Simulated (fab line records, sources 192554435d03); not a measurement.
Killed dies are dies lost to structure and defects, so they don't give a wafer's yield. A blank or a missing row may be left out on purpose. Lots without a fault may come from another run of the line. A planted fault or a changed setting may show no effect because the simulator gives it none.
Which tool did it? | flow n5_finfet | 24 lots, 72 wafers sampled, at 6 steps of a route of 1938

WHAT THE GAUGES READ, wafer by wafer
N5_BEOL_M12_THK_MEAS_01. Usual: M12_ILD_THK 660 nm, standard deviation 7.8.
lot  | measured     | on            | M12_ILD_THK (nm) | flag
L074 | day 10 18:41 | film_metro-01 | 655 655 663      |
L076 | day 11 01:32 | film_metro-01 | 658 666 658      |
L077 | day 11 01:47 | film_metro-02 | 657 658 657      |
L075 | day 11 05:13 | film_metro-02 | 654 652 660      |
L078 | day 11 09:59 | film_metro-01 | 660 655 647      |
L079 | day 11 10:15 | film_metro-02 | 656 661 655      |
L080 | day 12 09:01 | film_metro-01 | 663 677 679      |
L081 | day 12 10:37 | film_metro-01 | 659 664 674      |
L082 | day 12 12:13 | film_metro-01 | 648 661 649      |
L083 | day 12 21:55 | film_metro-02 | 659 660 660      |
L084 | day 13 01:33 | film_metro-01 | 655 653 658      |
L086 | day 13 09:44 | film_metro-01 | 649 668 664      |
L085 | day 13 10:25 | film_metro-02 | 662 666 677      |
L087 | day 13 18:07 | film_metro-01 | 648 657 657      |
L088 | day 13 19:08 | film_metro-02 | 659 650 666      |
L089 | day 14 05:18 | film_metro-01 | 652 650 658      |
L091 | day 14 22:56 | film_metro-02 | 652 672 662      |
L090 | day 15 01:37 | film_metro-02 | 656 662 668      |
L092 | day 15 08:06 | film_metro-02 | 661 659 663      |
L094 | day 15 10:17 | film_metro-02 | 660 660 679      |
L093 | day 15 10:22 | film_metro-02 | 651 653 662      |
L096 | day 16 02:17 | film_metro-01 | 650 661 665      |
L095 | day 16 11:32 | film_metro-02 | 651 654 660      |
L097 | day 16 11:52 | film_metro-02 | 663 657 670      |

N5_BEOL_M12_OCD_MEAS_35. Usual: trench_depth_nm 319 nm, standard deviation 4.
lot  | measured     | on     | trench_depth_nm (nm) | flag
L074 | day 10 20:42 | ocd-01 | 318 326 315          |
L076 | day 11 03:53 | ocd-01 | 320 324 319          |
L077 | day 11 04:18 | ocd-01 | 323 328 324          |
L075 | day 11 07:10 | ocd-01 | 325 323 320          |
L078 | day 11 12:19 | ocd-02 | 317 315 321          |
L079 | day 11 12:25 | ocd-01 | 322 315 318          |
L080 | day 12 11:23 | ocd-01 | 316 316 314          |
L081 | day 12 12:41 | ocd-02 | 324 327 325          |
L082 | day 12 14:02 | ocd-02 | 326 313 321          |
L083 | day 13 00:47 | ocd-01 | 322 316 317          |
L084 | day 13 03:37 | ocd-02 | 325 319 320          |
L086 | day 13 11:58 | ocd-01 | 319 315 314          |
L085 | day 13 12:29 | ocd-02 | 315 321 322          |
L087 | day 13 20:08 | ocd-01 | 322 313 319          |
L088 | day 13 21:10 | ocd-02 | 322 323 321          |
L089 | day 14 07:23 | ocd-02 | 315 318 323          |
L091 | day 15 01:17 | ocd-01 | 323 322 315          |
L090 | day 15 03:26 | ocd-02 | 318 323 327          |
L092 | day 15 10:08 | ocd-02 | 317 327 315          |
L094 | day 15 12:06 | ocd-01 | 319 315 317          |
L093 | day 15 12:13 | ocd-02 | 313 325 320          |
L096 | day 16 04:16 | ocd-02 | 318 318 316          |
L095 | day 16 13:22 | ocd-02 | 322 321 314          |
L097 | day 16 13:58 | ocd-01 | 326 321 324          |

N5_BEOL_M12_RS_MEAS_54: measures by four-point-probe. Usual: M12_RS 0.0600 ohm/sq, standard deviation 0.00078.
lot  | measured     | on            | M12_RS (ohm/sq)      | flag
L074 | day 10 22:37 | film_metro-01 | 0.0604 0.0588 0.0609 |
L076 | day 11 06:31 | film_metro-01 | 0.0602 0.0597 0.0602 |
L077 | day 11 09:58 | film_metro-02 | 0.0594 0.0582 0.0589 |
L075 | day 11 10:31 | film_metro-02 | 0.0587 0.0594 0.0597 |
L078 | day 11 16:23 | film_metro-01 | 0.0610 0.0612 0.0602 |
L079 | day 11 19:18 | film_metro-01 | 0.0601 0.0616 0.0610 |
L080 | day 12 14:39 | film_metro-01 | 0.0608 0.0605 0.0605 |
L081 | day 12 16:54 | film_metro-02 | 0.0592 0.0584 0.0590 |
L082 | day 12 17:37 | film_metro-02 | 0.0588 0.0608 0.0600 |
L083 | day 13 03:13 | film_metro-02 | 0.0595 0.0605 0.0600 |
L084 | day 13 09:08 | film_metro-01 | 0.0592 0.0602 0.0601 |
L086 | day 13 16:32 | film_metro-01 | 0.0601 0.0606 0.0607 |
L085 | day 13 17:37 | film_metro-02 | 0.0608 0.0594 0.0596 |
L087 | day 13 21:58 | film_metro-02 | 0.0596 0.0613 0.0604 |
L088 | day 14 00:08 | film_metro-02 | 0.0594 0.0590 0.0593 |
L089 | day 14 10:03 | film_metro-02 | 0.0611 0.0604 0.0593 |
L091 | day 15 07:16 | film_metro-01 | 0.0596 0.0600 0.0610 |
L090 | day 15 07:37 | film_metro-01 | 0.0603 0.0596 0.0591 |
L092 | day 15 15:37 | film_metro-01 | 0.0607 0.0587 0.0607 |
L094 | day 15 17:55 | film_metro-01 | 0.0603 0.0607 0.0603 |
L093 | day 15 18:14 | film_metro-01 | 0.0613 0.0590 0.0604 |
L096 | day 16 07:21 | film_metro-01 | 0.0601 0.0602 0.0602 |
L095 | day 16 19:14 | film_metro-02 | 0.0592 0.0594 0.0608 |
L097 | day 16 20:07 | film_metro-01 | 0.0585 0.0598 0.0589 |

N5_BEOL_M13_INSPECT_12: inspects for defects (macro). Usual: raw_defect_count 1.9, standard deviation 1.4.
lot  | measured     | on                | raw_defect_count | flag
L074 | day 10 23:19 | defect_inspect-01 | 4 3 5            |
L076 | day 11 07:05 | defect_inspect-02 | 1 0 2            |
L077 | day 11 10:40 | defect_inspect-02 | 1 3 3            |
L075 | day 11 11:13 | defect_inspect-02 | 3 1 0            |
L078 | day 11 16:57 | defect_inspect-01 | 6 4 1            |
L079 | day 11 20:00 | defect_inspect-02 | 1 2 0            |
L080 | day 12 15:13 | defect_inspect-01 | 6 2 3            |
L081 | day 12 17:28 | defect_inspect-02 | 3 1 3            |
L082 | day 12 18:11 | defect_inspect-02 | 0 1 2            |
L083 | day 13 03:47 | defect_inspect-01 | 3 2 3            |
L084 | day 13 09:53 | defect_inspect-01 | 0 2 4            |
L086 | day 13 17:06 | defect_inspect-02 | 2 2 2            |
L085 | day 13 18:11 | defect_inspect-01 | 2 2 0            |
L087 | day 13 22:33 | defect_inspect-02 | 1 4 2            |
L088 | day 14 00:51 | defect_inspect-02 | 1 2 3            |
L089 | day 14 10:41 | defect_inspect-02 | 1 3 1            |
L091 | day 15 07:58 | defect_inspect-01 | 2 2 1            |
L090 | day 15 08:19 | defect_inspect-02 | 2 2 1            |
L092 | day 15 16:19 | defect_inspect-02 | 2 1 1            |
L094 | day 15 18:41 | defect_inspect-02 | 1 1 0            |
L093 | day 15 18:49 | defect_inspect-02 | 1 3 0            |
L096 | day 16 08:02 | defect_inspect-01 | 0 0 2            |
L095 | day 16 19:49 | defect_inspect-01 | 0 3 2            |
L097 | day 16 20:52 | defect_inspect-02 | 4 0 1            |

WHICH TOOL RAN EACH LOT (tool, then ch and the chambers of the sampled wafers, then the start)
lot  | N5_BEOL_M12_DEGAS_41         | N5_BEOL_M12_SPUTTER_43
L074 | pvd_sputter-02, day 10 21:20 | pvd_sputter-02, day 10 21:25
L076 | pvd_sputter-01, day 11 04:37 | pvd_sputter-01, day 11 04:41
L077 | pvd_sputter-01, day 11 08:45 | pvd_sputter-01, day 11 08:50
L075 | pvd_sputter-03, day 11 09:02 | pvd_sputter-03, day 11 09:07
L078 | pvd_sputter-01, day 11 15:10 | pvd_sputter-01, day 11 15:15
L079 | pvd_sputter-01, day 11 17:40 | pvd_sputter-01, day 11 17:45
L080 | pvd_sputter-03, day 12 13:26 | pvd_sputter-03, day 12 13:31
L081 | pvd_sputter-01, day 12 15:41 | pvd_sputter-01, day 12 15:46
L082 | pvd_sputter-03, day 12 16:16 | pvd_sputter-03, day 12 16:21
L083 | pvd_sputter-01, day 13 02:00 | pvd_sputter-01, day 13 02:05
L084 | pvd_sputter-01, day 13 07:53 | pvd_sputter-01, day 13 07:58
L086 | pvd_sputter-02, day 13 14:56 | pvd_sputter-02, day 13 15:01
L085 | pvd_sputter-01, day 13 15:03 | pvd_sputter-01, day 13 15:08
L087 | pvd_sputter-02, day 13 20:29 | pvd_sputter-02, day 13 20:34
L088 | pvd_sputter-02, day 13 22:55 | pvd_sputter-02, day 13 22:59
L089 | pvd_sputter-02, day 14 08:35 | pvd_sputter-02, day 14 08:40
L091 | pvd_sputter-02, day 15 06:03 | pvd_sputter-02, day 15 06:08
L090 | pvd_sputter-03, day 15 06:24 | pvd_sputter-03, day 15 06:29
L092 | pvd_sputter-02, day 15 14:24 | pvd_sputter-02, day 15 14:29
L094 | pvd_sputter-02, day 15 16:42 | pvd_sputter-02, day 15 16:47
L093 | pvd_sputter-01, day 15 17:01 | pvd_sputter-01, day 15 17:05
L096 | pvd_sputter-03, day 16 06:08 | pvd_sputter-03, day 16 06:13
L095 | pvd_sputter-03, day 16 17:52 | pvd_sputter-03, day 16 17:56
L097 | pvd_sputter-01, day 16 18:06 | pvd_sputter-01, day 16 18:11
- N5_BEOL_M12_DEGAS_41: time 60 s.
- N5_BEOL_M12_SPUTTER_43: material TaN, target thk 15 nm, time 24.19 s.

WHAT THE TOOLS THEMSELVES READ (means of the sampled wafers that have a number; where no wafer has one, the mark that the record gives instead)
N5_BEOL_M12_DEGAS_41. Usual: heater_power_w 348 W, standard deviation 44; susceptor_temp_C 250.01 C, standard deviation 0.17.
lot  | tool           | heater_power_w (W) | susceptor_temp_C (C) | flag
L074 | pvd_sputter-02 | 343                | 249.94               |
L076 | pvd_sputter-01 | 330                | 249.96               |
L077 | pvd_sputter-01 | 339                | 250.19               |
L075 | pvd_sputter-03 | 359                | 250.01               |
L078 | pvd_sputter-01 | 340                | 249.97               |
L079 | pvd_sputter-01 | 324                | 250.01               |
L080 | pvd_sputter-03 | 320                | 249.90               |
L081 | pvd_sputter-01 | 303                | 249.98               |
L082 | pvd_sputter-03 | 431                | 250.08               |
L083 | pvd_sputter-01 | 347                | 250.03               |
L084 | pvd_sputter-01 | 353                | 249.94               |
L086 | pvd_sputter-02 | 361                | 250.01               |
L085 | pvd_sputter-01 | 319                | 249.99               |
L087 | pvd_sputter-02 | 356                | 249.99               |
L088 | pvd_sputter-02 | 363                | 249.94               |
L089 | pvd_sputter-02 | 348                | 249.90               |
L091 | pvd_sputter-02 | 330                | 249.96               |
L090 | pvd_sputter-03 | 377                | 250.01               |
L092 | pvd_sputter-02 | 349                | 249.88               |
L094 | pvd_sputter-02 | 347                | 249.98               |
L093 | pvd_sputter-01 | 346                | 249.93               |
L096 | pvd_sputter-03 | 380                | 250.15               |
L095 | pvd_sputter-03 | 300                | 250.04               |
L097 | pvd_sputter-01 | 326                | 250.15               |

N5_BEOL_M12_SPUTTER_43. Usual: susceptor_temp_C 50.00 C, standard deviation 0.12; throttle_valve_pct 29.9 %, standard deviation 1.
lot  | tool           | susceptor_temp_C (C) | throttle_valve_pct (%) | flag
L074 | pvd_sputter-02 | 50.02                | 30.2                   |
L076 | pvd_sputter-01 | 49.87                | 30.0                   |
L077 | pvd_sputter-01 | 49.89                | 30.7                   |
L075 | pvd_sputter-03 | 49.98                | 29.9                   |
L078 | pvd_sputter-01 | 49.97                | 30.0                   |
L079 | pvd_sputter-01 | 49.97                | 30.0                   |
L080 | pvd_sputter-03 | 49.95                | 29.5                   |
L081 | pvd_sputter-01 | 50.09                | 29.9                   |
L082 | pvd_sputter-03 | 50.08                | 29.3                   |
L083 | pvd_sputter-01 | 49.95                | 30.5                   |
L084 | pvd_sputter-01 | 50.03                | 30.4                   |
L086 | pvd_sputter-02 | 49.98                | 29.5                   |
L085 | pvd_sputter-01 | 50.04                | 30.1                   |
L087 | pvd_sputter-02 | 50.00                | 30.3                   |
L088 | pvd_sputter-02 | 50.01                | 30.1                   |
L089 | pvd_sputter-02 | 50.00                | 30.2                   |
L091 | pvd_sputter-02 | 49.96                | 30.7                   |
L090 | pvd_sputter-03 | 50.01                | 29.8                   |
L092 | pvd_sputter-02 | 50.14                | 29.4                   |
L094 | pvd_sputter-02 | 49.88                | 30.3                   |
L093 | pvd_sputter-01 | 49.97                | 30.5                   |
L096 | pvd_sputter-03 | 49.96                | 29.9                   |
L095 | pvd_sputter-03 | 49.95                | 29.6                   |
L097 | pvd_sputter-01 | 50.10                | 30.0                   |

THE ANSWER, worked out from the rows above alone
Rule: a lot is off if the mean of its wafers that have a number lies more than 3 standard deviations from the usual mean. A lot without any number at a reading at which 4 lots or more have one is off too. The other lots that the step has rows for count as sound. The gauges are gone through in route order, then the tools' own readings, and for those a lot's mean is taken as printed above. The first step at which some lot is off is used, and at that step the reading that is off furthest; a lot without a number counts as furthest.
No lot is off at any reading shown: from this, nothing can be told.

WHAT THE SIMULATOR HAD PUT IN
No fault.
